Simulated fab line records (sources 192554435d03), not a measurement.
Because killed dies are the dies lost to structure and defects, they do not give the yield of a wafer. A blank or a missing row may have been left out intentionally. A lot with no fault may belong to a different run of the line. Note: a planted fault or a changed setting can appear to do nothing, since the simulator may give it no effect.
fab line records + flow n5-finfet
[record]
- lots = 8
- wafers = 24
- last-day = 17
route steps=1938 shown MOL_CONTACT_COAG@554 BEOL_M4@1111
lots that met no fault: from a run of the same line without faults
start-h: hours from the record's first day to the start of the lot's first wafer shown + wait-h: hours elapsed since this lot's preceding step + " same as the row above + L1.1+2: a single row standing in for several wafers + - either no value or no given start + * or withheld: withheld + < > ~ a bound
route shown NAME@n: names a module that has steps shown in the file, with the first one's number in the route + usual: mean and standard deviation over wafers with no fault + same: alike in all rows + chamber/n: place in a boat + sites: the reading at each site + _std_site: standard deviation of those values + _edge_site: the outer-site mean with the inner-site mean subtracted + radius-mm: how far each site lies from the wafer's centre + mask NAME#n: copy n + behind: tool/chamber where the wafer was last shaped + hold: what put the lot on hold/how long, in hours/how the hold closed + device: the transistor (n, p or np) that didn't switch + end of line: the tests these same wafers got at the end of their route + where a step has no rows: the recipe by itself + killed: not the wafer's yield, but the dies lost to structure and defects at the first sort + map: per-die view of a wafer (x killed, . not killed, _ where there is no die)
set.NAME: the setting the step ran with; set.NAME@STEP: the setting that earlier step ran with + model.NAME: the simulator's own value behind a step, which no gauge read
the route's steps for a sample of lots (tables are steps, rows are wafers)
services: a tool's chamber out of use, with start hour (start-h, from the record's first day; less than 0 if before it), hours out, and reason
[[steps]]
[step N5_MOL_CONTACT_COAG_CMP_23]
[recipe]
- stop-on = SiO2
- t-overpolish-s = 1.5
- post-cmp-clean = cu-alkaline
- down-force-psi = 2
- platen-rpm = 50.289
- pad-velocity-m-s = 1.0006
- target-thk-nm = 0
[usual]
- motor-current-A = 8.3/0.85
- overpolish-run-s = 1.501/0.0091
- time-to-endpoint-s = 8.3/2.7
| lot.wafer | tool   | chamber | start-h | wait-h | motor-current-A | overpolish-run-s | time-to-endpoint-s |
|-----------|--------|---------|---------|--------|-----------------|------------------|--------------------|
| L874.3    | cmp-02 | 0       | 107.74  | 1.1    | 7.1             | 1.526            | 9.3                |
| L874.5    | "      | 0       | "       | "      | 7.1             | 1.492            | 9.1                |
| L874.6    | "      | 1       | "       | "      | 7.3             | 1.517            | 9.6                |
| L877.4    | cmp-04 | 2       | 128.50  | 0.1    | 8.6             | 1.509            | 6.0                |
| L877.1    | "      | 3       | "       | "      | 9.7             | 1.489            | 8.0                |
| L877.5    | "      | 1       | "       | "      | 7.8             | 1.504            | 5.0                |
| L878.4    | cmp-01 | 1       | 132.36  | 0.0    | 8.9             | 1.500            | 6.7                |
| L878.3    | "      | 2       | "       | "      | 8.3             | 1.497            | 3.1                |
| L878.5    | "      | 2       | "       | "      | 8.6             | 1.512            | 5.0                |
| L880.2    | cmp-04 | 0       | 147.60  | 0.1    | 8.7             | 1.517            | 12.3               |
| L880.6    | "      | 1       | "       | "      | 7.4             | 1.509            | 7.0                |
| L880.5    | "      | 2       | "       | "      | 8.3             | 1.508            | 9.7                |
| L881.4    | cmp-04 | 1       | 150.01  | 0.1    | 7.2             | 1.498            | 8.0                |
| L881.2    | "      | 2       | "       | "      | 8.4             | 1.507            | 9.3                |
| L881.6    | "      | 3       | "       | "      | 9.5             | 1.508            | 10.8               |
| L882.1    | cmp-01 | 0       | 155.67  | 0.1    | 6.7             | 1.506            | 11.4               |
| L882.3    | "      | 2       | "       | "      | 8.9             | 1.496            | 6.9                |
| L882.5    | "      | 0       | "       | "      | 7.0             | 1.485            | 13.7               |
| L888.2    | cmp-04 | 0       | 190.75  | 0.1    | 8.8             | 1.505            | 8.9                |
| L888.1    | "      | 1       | "       | "      | 7.2             | 1.498            | 6.2                |
| L888.3    | "      | 2       | "       | "      | 8.0             | 1.501            | 7.7                |
| L889.2    | cmp-04 | 3       | 196.26  | 0.1    | 8.9             | 1.497            | 10.5               |
| L889.4    | "      | 0       | "       | "      | 9.1             | 1.507            | 9.3                |
| L889.6    | "      | 2       | "       | "      | 8.6             | 1.492            | 7.9                |
[step N5_MOL_CONTACT_COAG_ETCH_90]
[recipe]
- chemistry = CF4
- target = SiARC
- target-depth-a = 130
- mask-material = CAR-EUV
- time-s = 21.7
- ion-energy-ev = 80
- pressure-mtorr = 40
- source-w = 545
- bias-w = 36
- Ar_flow_sccm = 100
- cf4-flow-sccm = 100
- ends = cleared
[usual]
- drypump-motor-current-A = 5.8/0.61
- etch-rf-on-time-s = 21.7/0.59
- oes-product-au = 0.66/0.071
- rf-fwd-power-W = 531.7/1.6
- rf-vpp-V = 183.9/1.2
- showerhead-plenum-p-Torr = 2.12/0.064
- throttle-valve-pct = 15.58/0.22
| lot.wafer | tool        | chamber | start-h | wait-h | drypump-motor-current-A | etch-rf-on-time-s | oes-product-au | rf-fwd-power-W | rf-hours-counter-h | rf-vpp-V | showerhead-plenum-p-Torr | throttle-valve-pct |
|-----------|-------------|---------|---------|--------|-------------------------|-------------------|----------------|----------------|--------------------|----------|--------------------------|--------------------|
| L874.3    | rie-diel-06 | 0       | 111.92  | 0.0    | 6.4                     | 21.9              | 0.64           | 532.2          | 138                | 182.8    | 2.06                     | 15.75              |
| L874.5    | "           | 1       | "       | "      | 5.8                     | 23.3              | 0.57           | 530.6          | -                  | 184.5    | 2.19                     | 15.65              |
| L874.6    | "           | 2       | "       | "      | 5.3                     | 21.6              | 0.75           | 532.9          | -                  | 183.7    | 2.09                     | 15.21              |
| L877.1    | rie-diel-01 | 1       | 132.55  | 0.0    | 5.3                     | 22.0              | 0.64           | 533.3          | 157                | 185.0    | 2.13                     | 15.80              |
| L877.4    | "           | 2       | "       | "      | 6.7                     | 21.6              | 0.67           | 532.5          | 150                | 183.8    | 2.15                     | 15.55              |
| L877.5    | "           | 1       | "       | "      | 5.3                     | 22.0              | 0.64           | 534.3          | -                  | 182.8    | 2.13                     | 15.80              |
| L878.3    | rie-diel-05 | 2       | 136.09  | 0.0    | 5.6                     | 21.9              | 0.67           | 535.8          | 121                | 184.1    | 2.16                     | 15.58              |
| L878.4    | "           | 0       | "       | "      | 5.3                     | 22.9              | 0.57           | 533.2          | 210                | 185.3    | 2.20                     | 15.69              |
| L878.5    | "           | 2       | "       | "      | 5.6                     | 22.0              | 0.67           | 533.0          | -                  | 183.1    | 2.16                     | 15.58              |
| L880.2    | rie-diel-05 | 3       | 151.49  | 0.0    | 6.7                     | 21.7              | 0.63           | 531.4          | 194                | 182.8    | 2.04                     | 15.79              |
| L880.5    | "           | 2       | "       | "      | 5.6                     | 21.7              | 0.67           | 536.2          | -                  | 183.9    | 2.16                     | 15.59              |
| L880.6    | "           | 1       | "       | "      | 5.9                     | 20.9              | 0.74           | 529.9          | -                  | 182.2    | 2.09                     | 15.57              |
| L881.2    | rie-diel-06 | 1       | 153.87  | 0.0    | 5.8                     | 23.5              | 0.55           | 533.3          | 244                | 185.1    | 2.18                     | 15.67              |
| L881.4    | "           | 3       | "       | "      | 4.8                     | 21.3              | 0.67           | 529.4          | 124                | 184.5    | 2.06                     | 15.47              |
| L881.6    | "           | 1       | "       | "      | 5.8                     | 23.6              | 0.55           | 532.5          | -                  | 186.3    | 2.18                     | 15.68              |
| L882.1    | rie-diel-01 | 3       | 159.37  | 0.0    | 5.9                     | 21.3              | 0.59           | 532.5          | 251                | 185.5    | 2.19                     | 15.72              |
| L882.3    | "           | 2       | "       | "      | 6.7                     | 21.9              | 0.65           | 533.2          | 160                | 183.4    | 2.14                     | 15.57              |
| L882.5    | "           | 1       | "       | "      | 5.3                     | 21.8              | 0.63           | 531.9          | -                  | 186.1    | 2.12                     | 15.84              |
| L888.1    | rie-diel-06 | 2       | 194.79  | 0.0    | 5.3                     | 21.8              | 0.71           | 529.0          | 72                 | 183.7    | 2.08                     | 15.26              |
| L888.2    | "           | 1       | "       | "      | 5.8                     | 22.0              | 0.82           | 532.8          | 1                  | 185.9    | 2.18                     | 15.19              |
| L888.3    | "           | 3       | "       | "      | 4.8                     | 21.2              | 0.66           | 529.8          | 141                | 184.2    | 2.05                     | 15.49              |
| L889.2    | rie-diel-06 | 3       | 200.08  | 0.0    | 4.8                     | 21.3              | 0.66           | 531.1          | 143                | 183.6    | 2.05                     | 15.50              |
| L889.4    | "           | 0       | "       | "      | 6.5                     | 21.8              | 0.62           | 533.4          | -                  | 181.4    | 2.05                     | 15.82              |
| L889.6    | "           | 3       | "       | "      | 4.8                     | 20.8              | 0.67           | 531.4          | -                  | 182.8    | 2.05                     | 15.50              |
[step N5_MOL_CONTACT_COAG_STRIP_96]
[recipe]
- chemistry = N2/H2
- power-w = 500
- temp-c = 40
- pressure-mtorr = 50
- rf-frequency-hz = 6e+07
- overash-fraction = 0.3
- bias-power-w = 28
- h2-frac = 0.5
- n2-flow-sccm = 300
- h2-flow-sccm = 300
[usual]
- drypump-motor-current-A = 5.7/0.65
- h2-flow-sccm = 300.2/0.92
- oes-product-au = 0.77/0.078
- rf-vpp-V = 121.8/1.2
- showerhead-plenum-p-Torr = 3.32/0.1
- throttle-valve-pct = 18.95/0.23
| lot.wafer | tool        | chamber | start-h | wait-h | drypump-motor-current-A | h2-flow-sccm | oes-product-au | rf-hours-counter-h | rf-vpp-V | showerhead-plenum-p-Torr | throttle-valve-pct |
|-----------|-------------|---------|---------|--------|-------------------------|--------------|----------------|--------------------|----------|--------------------------|--------------------|
| L874.3    | rie-diel-05 | 1       | 112.44  | 0.0    | 6.0                     | 300.8        | 0.89           | 40                 | 120.5    | 3.30                     | 19.20              |
| L874.5    | "           | 1       | "       | "      | 5.9                     | 301.4        | 0.87           | -                  | 122.6    | 3.30                     | 19.21              |
| L874.6    | "           | 3       | "       | "      | 6.8                     | 300.3        | 0.74           | -                  | 122.8    | 3.20                     | 19.13              |
| L877.1    | rie-diel-06 | 0       | 133.25  | 0.0    | 6.4                     | 300.7        | 0.75           | 146                | 120.5    | 3.24                     | 18.75              |
| L877.4    | "           | 2       | "       | "      | 5.2                     | 299.7        | 0.86           | 48                 | 122.0    | 3.28                     | 18.62              |
| L877.5    | "           | 3       | "       | "      | 4.8                     | 299.5        | 0.78           | -                  | 121.9    | 3.26                     | 19.10              |
| L878.3    | rie-diel-06 | 2       | 136.58  | 0.0    | 5.3                     | 299.4        | 0.86           | 48                 | 121.3    | 3.28                     | 18.62              |
| L878.4    | "           | 1       | "       | "      | 5.8                     | 300.6        | 0.67           | 238                | 122.3    | 3.46                     | 19.24              |
| L878.5    | "           | 0       | "       | "      | 6.4                     | 301.4        | 0.75           | -                  | 121.7    | 3.23                     | 18.77              |
| L880.2    | rie-diel-06 | 3       | 151.97  | 0.0    | 4.8                     | 298.5        | 0.77           | 123                | 120.5    | 3.26                     | 19.09              |
| L880.5    | "           | 3       | "       | "      | 4.8                     | 298.2        | 0.77           | -                  | 122.1    | 3.26                     | 19.10              |
| L880.6    | "           | 2       | "       | "      | 5.3                     | 300.1        | 0.84           | -                  | 121.8    | 3.28                     | 18.64              |
| L881.2    | rie-diel-01 | 3       | 154.36  | 0.0    | 6.0                     | 299.4        | 0.70           | 248                | 123.2    | 3.44                     | 18.72              |
| L881.4    | "           | 3       | "       | "      | 5.9                     | 300.5        | 0.68           | -                  | 122.6    | 3.44                     | 18.70              |
| L881.6    | "           | 1       | "       | "      | 5.3                     | 299.9        | 0.74           | -                  | 124.1    | 3.35                     | 18.90              |
| L882.1    | rie-diel-06 | 0       | 160.47  | 0.0    | 6.4                     | 300.3        | 0.74           | 155                | 121.8    | 3.23                     | 18.76              |
| L882.3    | "           | 1       | "       | "      | 5.8                     | 301.0        | 0.66           | 246                | 120.0    | 3.46                     | 19.24              |
| L882.5    | "           | 1       | "       | "      | 5.8                     | 299.7        | 0.67           | -                  | 121.9    | 3.46                     | 19.24              |
| L888.1    | rie-diel-06 | 2       | 195.72  | 0.0    | 5.3                     | 299.0        | 0.82           | 72                 | 121.5    | 3.27                     | 18.65              |
| L888.2    | "           | 3       | "       | "      | 4.8                     | 301.5        | 0.76           | 141                | 122.2    | 3.25                     | 19.12              |
| L888.3    | "           | 0       | "       | "      | 6.4                     | 300.0        | 0.73           | 168                | 122.3    | 3.22                     | 18.82              |
| L889.2    | rie-diel-06 | 3       | 200.57  | 0.0    | 4.8                     | 300.0        | 0.75           | 143                | 121.1    | 3.25                     | 19.12              |
| L889.4    | "           | 0       | "       | "      | 6.5                     | 300.7        | 0.73           | -                  | 121.5    | 3.22                     | 18.80              |
| L889.6    | "           | 3       | "       | "      | 4.8                     | 298.8        | 0.75           | -                  | 119.6    | 3.25                     | 19.15              |
[step N5_MOL_CONTACT_COAG_ETCH_47]
[recipe]
- chemistry = CH3F/O2
- target = SiNx
- target-depth-a = 270
- mask-material = SiO2
- stop-on = W
- over-etch-frac = 0.2
- ion-energy-ev = 120
- endpoint = OES-CN
- pressure-mtorr = 30
- source-w = 395
- bias-w = 73
- Ar_flow_sccm = 150
- CH3F_flow_sccm = 30
- O2_flow_sccm = 20
- ends = end-point
[usual]
- drypump-motor-current-A = 5.7/0.64
- etch-rf-on-time-s = 31.5/0.65
- oes_ar_750_au = 0.77/0.072
- oes_f_703_au = 0.78/0.073
- oes-product-au = 0.69/0.07
- rf-fwd-power-W = 386.1/1.7
- rf-vpp-V = 295/5.1
- showerhead-plenum-p-Torr = 1.96/0.061
- throttle-valve-pct = 16.29/0.21
| lot.wafer | tool        | chamber | start-h | wait-h | drypump-motor-current-A | etch-rf-on-time-s | oes_ar_750_au | oes_f_703_au | oes-product-au | rf-fwd-power-W | rf-hours-counter-h | rf-vpp-V | showerhead-plenum-p-Torr | throttle-valve-pct |
|-----------|-------------|---------|---------|--------|-------------------------|-------------------|---------------|--------------|----------------|----------------|--------------------|----------|--------------------------|--------------------|
| L874.3    | rie-diel-05 | 1       | 112.48  | 0.0    | 6.0                     | 30.4              | 0.88          | 0.89         | 0.79           | 384.8          | 40                 | 297      | 1.96                     | 16.35              |
| L874.5    | "           | 1       | "       | "      | 6.0                     | 30.3              | 0.88          | 0.89         | 0.79           | 386.7          | -                  | 297      | 1.96                     | 16.33              |
| L874.6    | "           | 3       | "       | "      | 6.7                     | 31.5              | 0.75          | 0.75         | 0.66           | 387.0          | -                  | 290      | 1.90                     | 16.49              |
| L877.1    | rie-diel-06 | 0       | 133.29  | 0.0    | 6.4                     | 31.3              | 0.76          | 0.76         | 0.67           | 385.4          | 146                | 287      | 1.92                     | 16.51              |
| L877.4    | "           | 2       | "       | "      | 5.3                     | 30.8              | 0.85          | 0.84         | 0.77           | 384.5          | 48                 | 301      | 1.94                     | 15.96              |
| L877.5    | "           | 3       | "       | "      | 4.8                     | 31.0              | 0.80          | 0.82         | 0.70           | 385.7          | -                  | 290      | 1.93                     | 16.22              |
| L878.3    | rie-diel-06 | 2       | 136.62  | 0.0    | 5.3                     | 31.4              | 0.85          | 0.84         | 0.77           | 385.8          | 48                 | 302      | 1.94                     | 15.96              |
| L878.4    | "           | 1       | "       | "      | 5.8                     | 33.3              | 0.66          | 0.66         | 0.58           | 384.9          | 238                | 295      | 2.04                     | 16.36              |
| L878.5    | "           | 0       | "       | "      | 6.4                     | 32.0              | 0.76          | 0.76         | 0.66           | 386.6          | -                  | 289      | 1.92                     | 16.50              |
| L880.2    | rie-diel-06 | 3       | 152.01  | 0.0    | 4.8                     | 30.8              | 0.79          | 0.81         | 0.69           | 385.6          | 123                | 290      | 1.93                     | 16.23              |
| L880.5    | "           | 3       | "       | "      | 4.8                     | 30.9              | 0.79          | 0.81         | 0.71           | 385.4          | -                  | 290      | 1.93                     | 16.24              |
| L880.6    | "           | 2       | "       | "      | 5.3                     | 31.0              | 0.84          | 0.84         | 0.76           | 385.3          | -                  | 300      | 1.94                     | 15.96              |
| L881.2    | rie-diel-01 | 3       | 154.40  | 0.0    | 5.9                     | 31.0              | 0.70          | 0.71         | 0.62           | 387.8          | 248                | 294      | 2.04                     | 16.40              |
| L881.4    | "           | 3       | "       | "      | 5.9                     | 30.9              | 0.70          | 0.71         | 0.62           | 388.9          | -                  | 295      | 2.04                     | 16.41              |
| L881.6    | "           | 1       | "       | "      | 5.3                     | 31.3              | 0.75          | 0.76         | 0.67           | 382.8          | -                  | 298      | 1.98                     | 16.53              |
| L882.1    | rie-diel-06 | 0       | 160.51  | 0.0    | 6.4                     | 31.6              | 0.74          | 0.75         | 0.66           | 385.0          | 155                | 287      | 1.92                     | 16.52              |
| L882.3    | "           | 1       | "       | "      | 5.8                     | 32.9              | 0.66          | 0.65         | 0.58           | 386.5          | 246                | 295      | 2.04                     | 16.40              |
| L882.5    | "           | 1       | "       | "      | 5.8                     | 32.7              | 0.66          | 0.65         | 0.59           | 384.6          | -                  | 295      | 2.04                     | 16.39              |
| L888.1    | rie-diel-06 | 2       | 195.76  | 0.0    | 5.3                     | 28.8              | 0.93          | 1.07         | 0.78           | 480.4          | 72                 | 271      | 1.93                     | 15.99              |
| L888.2    | "           | 3       | "       | "      | 4.8                     | 28.5              | 0.88          | 1.05         | 0.72           | 483.0          | 141                | 262      | 1.92                     | 16.27              |
| L888.3    | "           | 0       | "       | "      | 6.4                     | 29.2              | 0.83          | 0.99         | 0.68           | 480.9          | 168                | 259      | 1.91                     | 16.56              |
| L889.2    | rie-diel-06 | 3       | 200.61  | 0.0    | 4.8                     | 29.1              | 0.88          | 1.05         | 0.71           | 482.2          | 143                | 262      | 1.92                     | 16.27              |
| L889.4    | "           | 0       | "       | "      | 6.4                     | 29.8              | 0.83          | 0.98         | 0.68           | 481.4          | -                  | 261      | 1.91                     | 16.55              |
| L889.6    | "           | 3       | "       | "      | 4.8                     | 29.2              | 0.88          | 1.04         | 0.71           | 481.4          | -                  | 263      | 1.92                     | 16.28              |
[step N5_BEOL_M4_RC_MEAS_101]
[usual]
- DIBL_N = 36.5/2
- DIBL_P = 36.5/2.3
- IOFF_N = 0.16/0.036
- IOFF_P = 0.21/0.037
- ION_N = 672/12
- ION_P = 459/7.1
- SS_N = 71.6/0.73
- SS_P = 73.4/0.76
- VT_N = 250/3.3
- VT_P = -250.5/2.9
| lot.wafer | tool      | chamber | start-h | wait-h | DIBL_N[mV/V] | DIBL_P[mV/V] | IOFF_N[nA/um] | IOFF_P[nA/um] | ION_N[uA/um] | ION_P[uA/um] | SS_N[mV/dec] | SS_P[mV/dec] | VT_N[mV] | VT_P[mV] |
|-----------|-----------|---------|---------|--------|--------------|--------------|---------------|---------------|--------------|--------------|--------------|--------------|----------|----------|
| L874.3    | prober-01 | 0       | 186.54  | 0.3    | 36.6         | 33.7         | 0.13          | 0.17          | 661          | 458          | 71.9         | 72.1         | 251      | -253.6   |
| L874.5    | "         | 0       | "       | "      | 36.1         | 33.6         | 0.13          | 0.18          | 668          | 455          | 70.7         | 72.0         | 251      | -250.0   |
| L874.6    | "         | 0       | "       | "      | 38.4         | 36.9         | 0.17          | 0.22          | 687          | 471          | 72.0         | 73.1         | 245      | -247.1   |
| L877.1    | prober-01 | 0       | 194.93  | 0.0    | 32.9         | 33.3         | 0.11          | 0.17          | 671          | 465          | 70.6         | 72.2         | 253      | -255.8   |
| L877.4    | "         | 0       | "       | "      | 36.0         | 36.4         | 0.15          | 0.21          | 682          | 468          | 70.7         | 73.5         | 249      | -247.8   |
| L877.5    | "         | 0       | "       | "      | 31.2         | 31.0         | 0.10          | 0.14          | 672          | 465          | 69.7         | 72.0         | 257      | -254.7   |
| L878.3    | prober-02 | 0       | 201.96  | 0.3    | 37.3         | 35.9         | 0.20          | 0.24          | 665          | 450          | 71.8         | 73.2         | 244      | -250.3   |
| L878.4    | "         | 0       | "       | "      | 36.1         | 35.1         | 0.18          | 0.24          | 679          | 467          | 71.3         | 73.1         | 249      | -250.9   |
| L878.5    | "         | 0       | "       | "      | 35.4         | 33.9         | 0.17          | 0.21          | 689          | 470          | 71.3         | 73.8         | 246      | -248.8   |
| L880.2    | prober-01 | 0       | 227.04  | 0.2    | 36.7         | 35.7         | 0.15          | 0.18          | 670          | 459          | 70.9         | 73.6         | 249      | -253.0   |
| L880.5    | "         | 0       | "       | "      | 34.2         | 33.3         | 0.12          | 0.16          | 660          | 451          | 70.6         | 72.8         | 252      | -255.4   |
| L880.6    | "         | 0       | "       | "      | 36.2         | 34.4         | 0.14          | 0.17          | 665          | 450          | 70.7         | 73.2         | 250      | -252.7   |
| L881.2    | prober-02 | 0       | 229.58  | 0.2    | 37.6         | 38.5         | 0.18          | 0.23          | 675          | 461          | 72.6         | 74.5         | 248      | -248.7   |
| L881.4    | "         | 0       | "       | "      | 36.0         | 36.5         | 0.15          | 0.19          | 680          | 461          | 71.7         | 73.3         | 249      | -250.3   |
| L881.6    | "         | 0       | "       | "      | 33.6         | 33.9         | 0.11          | 0.16          | 664          | 451          | 70.6         | 72.6         | 255      | -253.8   |
| L882.1    | prober-01 | 0       | 229.86  | 0.0    | 34.3         | 35.4         | 0.13          | 0.20          | 664          | 462          | 71.3         | 72.5         | 253      | -249.4   |
| L882.3    | "         | 0       | "       | "      | 33.8         | 33.2         | 0.11          | 0.16          | 630          | 439          | 72.2         | 72.7         | 259      | -255.7   |
| L882.5    | "         | 0       | "       | "      | 31.9         | 32.0         | 0.10          | 0.16          | 658          | 459          | 71.1         | 72.3         | 255      | -251.8   |
| L888.1    | prober-02 | 0       | 262.70  | 0.0    | 37.0         | 35.9         | 0.15          | 0.20          | 671          | 459          | 72.1         | 73.0         | 251      | -251.3   |
| L888.2    | "         | 0       | "       | "      | 37.3         | 34.9         | 0.14          | 0.19          | 645          | 444          | 71.8         | 72.9         | 253      | -251.0   |
| L888.3    | "         | 0       | "       | "      | 39.1         | 38.0         | 0.19          | 0.25          | 681          | 464          | 71.4         | 73.8         | 249      | -246.2   |
| L889.2    | prober-01 | 0       | 280.33  | 0.2    | 36.3         | 34.2         | 0.15          | 0.18          | 670          | 454          | 71.7         | 73.4         | 251      | -254.5   |
| L889.4    | "         | 0       | "       | "      | 36.5         | 35.2         | 0.15          | 0.19          | 683          | 465          | 71.3         | 73.0         | 248      | -249.9   |
| L889.6    | "         | 0       | "       | "      | 36.8         | 35.0         | 0.15          | 0.19          | 663          | 453          | 72.0         | 73.7         | 254      | -252.3   |
[[services]]
| tool        | chamber | start-h | hours | kind                          |
|-------------|---------|---------|-------|-------------------------------|
| rie-diel-05 | -       | 88.48   | 0.2   | repair                        |
| cmp-01      | -       | 94.15   | 9.5   | pm                            |
| cmp-01      | -       | 103.65  | 8.3   | pm                            |
| cmp-02      | -       | 103.74  | 4.0   | pm                            |
| rie-diel-05 | 2       | 106.14  | 16.1  | repair                        |
| rie-diel-05 | 1       | 116.27  | 3.7   | repair                        |
| rie-diel-06 | 2       | 128.59  | 2.3   | repair                        |
| rie-diel-01 | 0       | 153.21  | -     | clean                         |
| rie-diel-01 | 0       | 153.21  | -     | consumable-replace:focus-ring |
| rie-diel-01 | 0       | 153.21  | -     | consumable-replace:showerhead |
| rie-diel-01 | 0       | 153.21  | 21.3  | scheduled-down                |
| rie-diel-01 | 0       | 153.21  | 21.3  | vent-cycle                    |
| rie-diel-05 | 0       | 156.68  | 4.6   | repair                        |
| cmp-02      | -       | 158.53  | 3.9   | repair                        |
| rie-diel-06 | 1       | 173.05  | -     | clean                         |
| rie-diel-06 | 1       | 173.05  | -     | consumable-replace:focus-ring |
| rie-diel-06 | 1       | 173.05  | 16.4  | scheduled-down                |
| rie-diel-06 | 1       | 173.05  | 16.4  | vent-cycle                    |
| rie-diel-06 | 0       | 176.57  | 2.9   | repair                        |
| cmp-04      | -       | 182.02  | 4.5   | repair                        |
| rie-diel-01 | 3       | 183.44  | 7.2   | repair                        |
| rie-diel-01 | 3       | 190.78  | -     | clean                         |
| rie-diel-01 | 3       | 190.78  | -     | consumable-replace:esc        |
| rie-diel-06 | 1       | 199.25  | 14.5  | repair                        |
[[key]]
[first-sign]
- step = N5_MOL_CONTACT_COAG_ETCH_47
- reading = rf-fwd-power-W
- direction = up
- sigmas = 55
- usual = *
- struck = *
[effect]
- step = N5_MOL_CONTACT_COAG_ETCH_47
- reading = rf-vpp-V
- direction = down
- sigmas = 6.2
- usual = 295
- struck = 263
met-at N5_MOL_CONTACT_COAG_ETCH_47
struck-lots L888,L889
not-acting-at N5_MOL_CONTACT_COAG_CMP_23,N5_MOL_CONTACT_COAG_ETCH_90,N5_MOL_CONTACT_COAG_STRIP_96
onset-between 160.51 195.76
[fault]
- kind = process-parameter-drift
- tool = rie-diel-06
- chamber = -
- onset-h = 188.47
- steps = N5_MOL_CONTACT_COAG_ETCH_47
- channel = source-w
- offset = 94.8
- shape = step
- end-h = 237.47
- acts-in = these-recipes-only
- stated = 395
